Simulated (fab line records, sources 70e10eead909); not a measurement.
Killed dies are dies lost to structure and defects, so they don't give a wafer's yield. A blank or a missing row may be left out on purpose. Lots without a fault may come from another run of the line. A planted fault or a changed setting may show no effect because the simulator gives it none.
fab line records | flow nand_harc
record lots=6 wafers=18 last_day=24
route steps=1159 shown A_M0@1007 END@1159
lots that met no fault: from a run of the same line without faults
start_h: hours from the record's first day to the start of the lot's first wafer shown | wait_h: hours since the lot's step before | " the same as in the row above | L1.1+2: a row that stands for several wafers | - no value, or no start given | * or withheld: withheld | < > ~ a bound
route shown NAME@n: a module of which the file shows steps, and the number in the route of the first | usual: mean/standard deviation of fault-free wafers | same: alike in all rows | chamber/n: place in a boat | sites: the reading at each site | _std_site: their standard deviation | _edge_site: outer sites' mean less inner sites' | radius_mm: how far each site lies from the wafer's centre | mask NAME#n: copy n | behind: the tool/chamber that last shaped the wafer | hold: why the lot was held/for how many hours/how that ended | device: the transistor (n, p or np) that didn't switch | end of line: the same wafers' tests at the end of the route | a step without rows: its recipe alone | killed: dies lost to structure and defects at the first sort, not the wafer's yield | map: a wafer's dies, x killed, . not, _ none there
set.NAME: the setting as run; set.NAME@STEP: as run at that earlier step | model.NAME: the simulator's own value behind a step, which no gauge read
lots at some steps of the route; a table a step, a row a wafer
services: from which hour (start_h, from the record's first day; less than 0 if before it) a tool's chamber was out of use, for how many hours, and why
## steps
# step NHARC_A_M0_DESCUM_14
# recipe time_s=3 o2_flow_sccm=200 ar_flow_sccm=0 bias_power_w=0 chemistry=O2
# usual drypump_motor_current_A=6.0/0.43 oes_product_au=1.005/0.013 rf_vpp_V=57.9/0.85 showerhead_plenum_p_Torr=1.93/0.058 throttle_valve_pct=11.311/0.0089
# columns lot.wafer tool chamber start_h wait_h drypump_motor_current_A oes_product_au rf_hours_counter_h rf_vpp_V showerhead_plenum_p_Torr throttle_valve_pct
L190.1 rie_diel-05 3 455.44 0.1 5.0 0.999 8 56.7 1.81 11.316
L190.6 " 2 " " 6.1 1.010 - 58.3 2.01 11.302
L190.5 " 3 " " 5.0 1.003 - 57.5 1.81 11.313
L197.4 rie_diel-10 3 500.41 0.1 6.6 1.026 8 58.2 2.04 11.294
L197.5 " 2 " " 6.1 0.987 - 56.2 1.91 11.305
L197.6 " 3 " " 6.6 1.011 - 58.1 2.04 11.305
L198.3 rie_diel-05 1 505.71 0.1 5.6 1.004 11 58.2 1.97 11.315
L198.5 " 0 " " 6.4 1.003 - 57.3 1.97 11.311
L198.6 " 3 " " 5.0 0.995 - 57.1 1.81 11.299
L204.4 rie_diel-10 1 526.06 0.1 5.6 1.014 13 57.3 1.97 11.305
L204.2 " 3 " " 6.6 1.012 10 61.1 2.04 11.307
L204.5 " 0 " " 5.7 1.006 - 57.5 1.96 11.304
L203.2 rie_diel-04 0 529.17 0.1 6.0 1.016 3 57.8 1.92 11.320
L203.6 " 0 " " 6.0 1.007 - 58.4 1.92 11.312
L203.5 " 1 " " 6.0 0.992 - 56.9 1.88 11.316
L206.4 rie_diel-04 2 536.35 0.1 6.4 1.024 3 57.5 1.88 11.314
L206.6 " 3 " " 6.4 0.997 - 57.3 1.93 11.311
L206.5 " 0 " " 6.0 1.009 - 58.1 1.92 11.304
# step NHARC_A_M0_ETCH_34
# recipe target_depth_a=400 overetch_a=120 time_s=43.94 ion_energy_ev=200 n2_flow_sccm=150 h2_flow_sccm=150 ar_flow_sccm=0 rf_w=400 bias_w=150 chemistry=N2/H2
# usual bias_w=150.0/0.46 drypump_motor_current_A=6.0/0.43 oes_product_au=1.005/0.014 rf_vpp_V=431.1/1.8 showerhead_plenum_p_Torr=2.06/0.062 throttle_valve_pct=14.171/0.0084
# columns lot.wafer tool chamber start_h wait_h bias_w drypump_motor_current_A oes_product_au rf_hours_counter_h rf_vpp_V showerhead_plenum_p_Torr throttle_valve_pct
L190.1 rie_diel-05 0 455.53 0.1 150.4 6.4 0.999 8 431.6 2.10 14.176
L190.6 " 2 " " 150.9 6.2 1.007 - 434.2 2.14 14.163
L190.5 " 3 " " 149.7 5.0 0.992 - 427.8 1.93 14.174
L197.4 rie_diel-10 1 500.49 0.1 149.3 5.6 1.011 11 431.4 2.10 14.165
L197.6 " 0 " " 149.6 5.7 0.997 - 431.4 2.09 14.163
L197.5 " 1 " " 149.7 5.6 1.014 - 433.3 2.10 14.173
L198.3 rie_diel-05 0 505.81 0.1 150.1 6.4 0.998 10 431.1 2.10 14.173
L198.6 " 0 " " 150.0 6.4 1.002 - 432.8 2.10 14.185
L198.5 " 1 " " 150.1 5.6 1.006 - 431.9 2.10 14.164
L204.2 rie_diel-10 2 526.15 0.1 149.5 6.1 1.003 13 432.0 2.04 14.166
L204.4 " 3 " " 149.4 6.6 1.005 10 434.5 2.18 14.168
L204.5 " 2 " " 149.5 6.1 1.001 - 432.0 2.04 14.185
L203.2 rie_diel-04 0 529.27 0.1 149.6 6.0 1.017 3 431.7 2.05 14.162
L203.5 " 2 " " 149.6 6.4 1.028 - 429.9 2.01 14.160
L203.6 " 3 " " 150.5 6.4 0.991 - 430.4 2.05 14.168
L206.4 rie_diel-04 1 536.42 0.1 150.2 6.0 1.008 3 429.2 2.01 14.177
L206.6 " 3 " " 150.4 6.4 0.989 - 430.5 2.05 14.168
L206.5 " 0 " " 149.7 6.0 1.010 - 431.7 2.05 14.173
# step NHARC_A_M0_ETCH_15
# recipe target_depth_a=1500 overetch_a=150 time_s=82.5 c4f8_flow_sccm=withheld ar_flow_sccm=400 rf_w=600 bias_w=300 chemistry=C4F8/Ar
# step NHARC_A_M0_CD_MEAS_16
# usual cd_nm=79.9/1
# columns lot.wafer tool chamber start_h wait_h cd_nm
L190.1 cd_sem-01 - 455.73 - 79.6
L190.5 " - " " 79.0
L190.6 " - " " 78.9
L197.4 cd_sem-03 - 500.71 - 79.9
L197.5 " - " " 80.5
L197.6 " - " " 79.8
L198.3 cd_sem-02 - 506.05 - 79.8
L198.5 " - " " 80.6
L198.6 " - " " 79.0
L204.2 cd_sem-01 - 526.37 - 80.2
L204.4 " - " " 79.9
L204.5 " - " " 80.6
L203.2 cd_sem-02 - 529.47 - 81.2
L203.5 " - " " 80.3
L203.6 " - " " 80.7
L206.4 cd_sem-03 - 536.63 - 81.3
L206.5 " - " " 81.7
L206.6 " - " " 81.8
# step NHARC_A_M0_STRIP_18
# recipe power_w=1000 n2_flow_sccm=150 h2_flow_sccm=150 ar_flow_sccm=0 bias_w=0 chemistry=N2/H2
# usual drypump_motor_current_A=6.0/0.43 oes_product_au=1.005/0.013 power_w=1000/3.6 rf_vpp_V=90.8/0.87 showerhead_plenum_p_Torr=2.06/0.062 throttle_valve_pct=14.172/0.0089
# same bias_w=0
# columns lot.wafer tool chamber start_h wait_h drypump_motor_current_A oes_product_au power_w rf_hours_counter_h rf_vpp_V showerhead_plenum_p_Torr throttle_valve_pct
L190.1 rie_diel-05 0 455.89 0.1 6.4 1.007 995 8 90.7 2.10 14.173
L190.5 " 1 " " 5.6 1.008 995 - 92.3 2.10 14.178
L190.6 " 2 " " 6.1 1.012 1002 - 91.1 2.14 14.177
L197.4 rie_diel-04 3 500.77 0.1 6.4 1.003 1001 1 90.8 2.05 14.172
L197.6 " 3 " " 6.4 1.002 1003 - 90.1 2.05 14.157
L197.5 " 0 " " 6.0 1.016 1002 - 92.1 2.05 14.175
L198.3 rie_diel-10 3 506.18 0.1 6.6 1.009 994 8 92.0 2.18 14.172
L198.6 " 1 " " 5.6 1.021 998 - 90.3 2.10 14.163
L198.5 " 2 " " 6.1 1.000 1000 - 91.0 2.04 14.173
L204.2 rie_diel-04 2 526.44 0.1 6.4 1.036 999 2 90.7 2.01 14.169
L204.4 " 0 " " 6.0 1.017 995 3 90.1 2.05 14.189
L204.5 " 2 " " 6.4 1.024 999 - 89.7 2.01 14.177
L203.2 rie_diel-04 2 529.62 0.1 6.4 1.028 1001 2 90.5 2.01 14.157
L203.6 " 3 " " 6.4 0.986 1003 - 89.5 2.05 14.168
L203.5 " 0 " " 6.0 1.012 1003 - 90.6 2.05 14.175
L206.4 rie_diel-04 2 536.77 0.1 6.4 1.013 995 3 91.2 2.01 14.169
L206.5 " 3 " " 6.4 0.985 996 - 89.1 2.05 14.166
L206.6 " 0 " " 6.0 0.998 1005 - 90.4 2.05 14.166
# step NHARC_A_M0_STRIP_19
# recipe time_s=600 temp_c=30 chemistry=post_etch_residue_remover
# step NHARC_A_M0_DEGAS_28
# recipe temp_c=250 time_s=60
# usual heater_power_w=331/39
# columns lot.wafer tool chamber start_h wait_h heater_power_w
L190.1 pvd_sputter-03 - 456.36 - 348
L190.5 " - " " 354
L190.6 " - " " 375
L197.4 pvd_sputter-03 - 501.33 - 328
L197.6 " - " " 267
L197.5 " - " " 335
L198.3 pvd_sputter-01 - 506.69 - 363
L198.5 " - " " 349
L198.6 " - " " 368
L204.2 pvd_sputter-03 - 526.98 - 333
L204.4 " - " " 283
L204.5 " - " " 338
L203.2 pvd_sputter-03 - 530.09 - 332
L203.5 " - " " 336
L203.6 " - " " 354
L206.4 pvd_sputter-03 - 537.26 - 333
L206.5 " - " " 280
L206.6 " - " " 286
# step NHARC_A_M0_PRE_CLEAN_29
# recipe time_s=30 temp_c=280 gas=H2/He
# usual heater_power_w=405/51
# columns lot.wafer tool chamber start_h wait_h heater_power_w
L190.1 pvd_sputter-03 - - - 368
L190.5 " - " " 430
L190.6 " - " " 453
L197.4 pvd_sputter-03 - - - 445
L197.6 " - " " 367
L197.5 " - " " 353
L198.3 pvd_sputter-01 - - - 466
L198.5 " - " " 455
L198.6 " - " " 331
L204.2 pvd_sputter-03 - - - 420
L204.4 " - " " 347
L204.5 " - " " 464
L203.2 pvd_sputter-03 - - - 349
L203.6 " - " " 450
L203.5 " - " " 357
L206.4 pvd_sputter-03 - - - 346
L206.5 " - " " 425
L206.6 " - " " 456
# step NHARC_A_M0_PVD_20
# recipe target_thk_a=50 bias_v=168.6 power_w=15000 chamber_pressure_pa=0.12 time_s=8.06 substrate_temp_c=50 material=TaN
# step NHARC_A_M0_PVD_21
# recipe target_thk_a=300 chamber_pressure_pa=5 power_w=5000 substrate_temp_c=30 time_s=20.49 material=Cu
# step NHARC_A_M0_ECD_22
# recipe target_thk_a=4000 bath_temp_c=25 material=Cu
# step NHARC_A_M0_ANNEAL_30
# recipe temp_c=225 time_s=90
# step NHARC_A_M0_CMP_23
# recipe t_overpolish_s=20 target_thk_nm=113.75
# usual edge_zone_pressure_frac=1.000/0.0049 motor_current_A=12.4/1.4 slurry_flow_ml_min=150.0/0.5 time_to_endpoint_s=28/3.3
# columns lot.wafer tool chamber start_h wait_h edge_zone_pressure_frac motor_current_A slurry_flow_ml_min time_to_endpoint_s
L190.1 cmp-01 2 457.80 - 1.006 12.9 149.5 30
L190.6 " 2 " " 0.998 12.6 150.2 30
L190.5 " 3 " " 1.003 11.9 149.6 31
L197.4 cmp-04 2 502.44 - - - - -
L197.6 " 1 " " - - - -
L197.5 " 2 " " - - - -
L198.3 cmp-01 0 507.75 - - - - -
L198.6 " 0 " " - - - -
L198.5 " 1 " " - - - -
L204.2 cmp-01 3 528.13 - 1.011 11.6 149.5 32
L204.4 " 1 " " 0.999 13.5 150.5 31
L204.5 " 2 " " 1.005 12.3 149.1 29
L203.2 cmp-04 3 531.20 - 1.000 10.9 150.1 26
L203.5 " 3 " " 1.003 10.5 150.1 25
L203.6 " 0 " " 0.993 10.1 150.3 21
L206.4 cmp-01 0 538.42 - 0.998 11.8 149.9 28
L206.5 " 2 " " 1.004 11.6 150.2 31
L206.6 " 3 " " 1.001 12.0 150.4 29
# step NHARC_A_M0_THK_MEAS_24
# recipe thk_meas_gauge=xrf
# usual thk_nm=113.7/1.7
# columns lot.wafer tool chamber start_h wait_h hold thk_nm
L190.1 film_metro-01 - 458.12 - - 114.3
L190.5 " - " " - 115.3
L190.6 " - " " - 113.6
L197.4 film_metro-01 - 502.72 0.3 await_dispo/0.2h/release 395.4
L197.5 " - " " await_dispo/0.2h/release 399.1
L197.6 " - " " await_dispo/0.2h/release 395.6
L197.4 film_metro-01 - 502.89 0.2 - 396.8
L197.5 " - " " - 396.0
L197.6 " - " " - 394.8
L198.3 film_metro-01 - 508.07 0.3 await_dispo/0.2h/release 394.7
L198.5 " - " " await_dispo/0.2h/release 400.6
L198.6 " - " " await_dispo/0.2h/release 396.5
L198.3 film_metro-01 - 508.24 0.2 - 396.5
L198.5 " - " " - 400.6
L198.6 " - " " - 398.2
L204.2 film_metro-02 - 528.42 - - 114.7
L204.4 " - " " - 113.0
L204.5 " - " " - 111.1
L203.2 film_metro-02 - 531.51 - - 111.9
L203.5 " - " " - 112.9
L203.6 " - " " - 109.0
L206.4 film_metro-02 - 538.68 - - 111.8
L206.5 " - " " - 113.8
L206.6 " - " " - 115.6
# step NHARC_END_SORT_01
# recipe temp_c=25
# usual defect_limited_yield=95.1/1.6 killed_at_array=29/10 killed_at_other=0.7/1.1 killed_at_periphery=3.3/2.4 killed_dies=33/11 killed_open=3.3/2 killed_short=1.9/1.3 sort_bin_2_pct=1.5/0.67 sort_bin_3_pct=0.27/0.24 sort_bin_4_pct=3.1/1.1 sort_n_pass=644/11 sort_rim_yield_pct=97.1/2.1 sort_yield_pct=95.1/1.6
# same gross_dies=677 sort_bin_5_pct[%]=0 sort_bin_6_pct[%]=0 sort_bin_7_pct[%]=0 sort_bin_8_pct[%]=0 sort_rim_n_gross=106.00
# columns lot.wafer tool chamber start_h wait_h defect_limited_yield[%] killed_at_array killed_at_other killed_at_periphery killed_dies killed_open killed_short sort_bin_2_pct[%] sort_bin_3_pct[%] sort_bin_4_pct[%] sort_n_pass sort_rim_yield_pct[%] sort_yield_pct[%]
L190.1 prober-01 0 498.07 2.5 96.3 20 0 5 25 1 2 1.5 0.30 1.9 652 96.2 96.3
L190.5 prober-01 0 501.28 3.7 97.0 18 0 2 20 1 0 0.9 0.15 1.9 657 99.1 97.0
L190.6 prober-01 0 502.08 4.0 96.5 22 1 1 24 3 0 0.9 0 2.7 653 99.1 96.5
L204.2 prober-02 0 574.10 2.8 95.4 27 0 4 31 6 1 1.2 0.74 2.7 646 96.2 95.4
L204.4 prober-02 0 575.71 3.4 95.9 25 0 3 28 0 2 1.6 0 2.5 649 93.4 95.9
L204.5 prober-02 0 576.51 3.7 95.6 27 2 1 30 2 2 1.3 0.15 3.0 647 97.2 95.6
# killed by level:class
L190.1 A_SLIT:chamber_film_flake=10 A_CHANNEL_HOLE_D1:chamber_film_flake=5 P_STI:chamber_film_flake=3 A_STAIRCASE:chamber_film_flake=2 P_GATE:geometric_particle:short=1 A_CHANNEL_FILL_D1:geometric_particle:open=1 A_M0:geometric_particle:short=1 P_ZERO_WELL:chamber_film_flake=1
L190.5 A_SLIT:chamber_film_flake=13 P_STI:chamber_film_flake=2 A_CHANNEL_HOLE_D1:chamber_film_flake=2 A_WL_FILL:geometric_particle:open=1 A_STAIRCASE:chamber_film_flake=1 A_CONTACT:chamber_film_flake=1
L190.6 A_SLIT:chamber_film_flake=14 A_CHANNEL_HOLE_D1:chamber_film_flake=4 A_CONTACT:chamber_film_flake=2 P_CONTACT:geometric_particle:open=1 A_WL_FILL:geometric_particle:open=1 A_BLC:geometric_particle:open=1 THIN_TSV:chamber_film_flake=1
L204.2 A_CHANNEL_HOLE_D1:chamber_film_flake=17 A_CONTACT:chamber_film_flake=4 A_WL_FILL:geometric_particle:open=2 P_GATE:chamber_film_flake=2 P_CONTACT:geometric_particle:short=1 P_M0:geometric_particle:open=1 A_CONTACT:geometric_particle:open=1 A_BLC:geometric_particle:open=1
L204.4 A_CHANNEL_HOLE_D1:chamber_film_flake=19 P_ZERO_WELL:chamber_film_flake=2 A_CONTACT:chamber_film_flake=2 A_CHANNEL_FILL_D1:geometric_particle:short=1 A_BLC:geometric_particle:short=1 P_STI:chamber_film_flake=1 A_STAIRCASE:chamber_film_flake=1 A_SLIT:chamber_film_flake=1
L204.5 A_CHANNEL_HOLE_D1:chamber_film_flake=19 A_SLIT:chamber_film_flake=2 A_CONTACT:chamber_film_flake=2 THIN_TSV:chamber_film_flake=2 A_ONON_D1:geometric_particle:open=1 A_CHANNEL_FILL_D1:geometric_particle:short=1 A_WL_FILL:geometric_particle:open=1 A_M0:geometric_particle:short=1
## services
# columns tool chamber start_h hours kind
rie_diel-05 0 432.69 10.8 repair
rie_diel-10 3 434.63 7.0 repair
rie_diel-04 0 445.14 - clean
rie_diel-04 1 445.14 - clean
rie_diel-04 2 445.14 - clean
rie_diel-04 3 445.14 - clean
rie_diel-05 - 454.47 0.1 repair
pvd_sputter-03 - 458.00 10.0 pm
cmp-04 - 464.22 0.6 repair
rie_diel-04 - 466.14 9.0 pm
rie_diel-04 0 466.14 9.0 vent_cycle
rie_diel-04 1 466.14 9.0 vent_cycle
cmp-04 - 467.90 0.5 repair
cmp-01 - 473.64 4.0 pm
rie_diel-05 2 492.16 47.6 repair
rie_diel-05 - 493.21 0.9 repair
cmp-04 - 497.11 4.0 pm
cmp-04 - 506.52 1.1 repair
cmp-04 - 509.71 3.2 repair
rie_diel-04 2 512.21 2.2 repair
pvd_sputter-01 - 514.06 10.0 pm
rie_diel-05 - 517.60 9.0 pm
cmp-01 - 527.43 0.6 repair
rie_diel-10 - 530.71 9.0 pm
## key
first_sign step=NHARC_A_M0_CMP_23 reading=tool_record direction=missing
effect step=NHARC_A_M0_THK_MEAS_24 reading=visit direction=added
effect step=NHARC_A_M0_THK_MEAS_24 reading=thk_nm direction=up sigmas=99+ usual=113.7 struck=397.0
met_at NHARC_A_M0_CMP_23
struck_wafers L197.4,L197.5,L197.6,L198.3,L198.5,L198.6
scrapped_behind NHARC_A_M0_THK_MEAS_24 L197.4,L197.5,L197.6,L198.3,L198.5,L198.6
onset_between 457.80 502.44
fault kind=skipped_step_whole tool=cmp-01,cmp-04 chamber=- onset_h=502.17 steps=NHARC_A_M0_CMP_23 scope=struck_lots_only
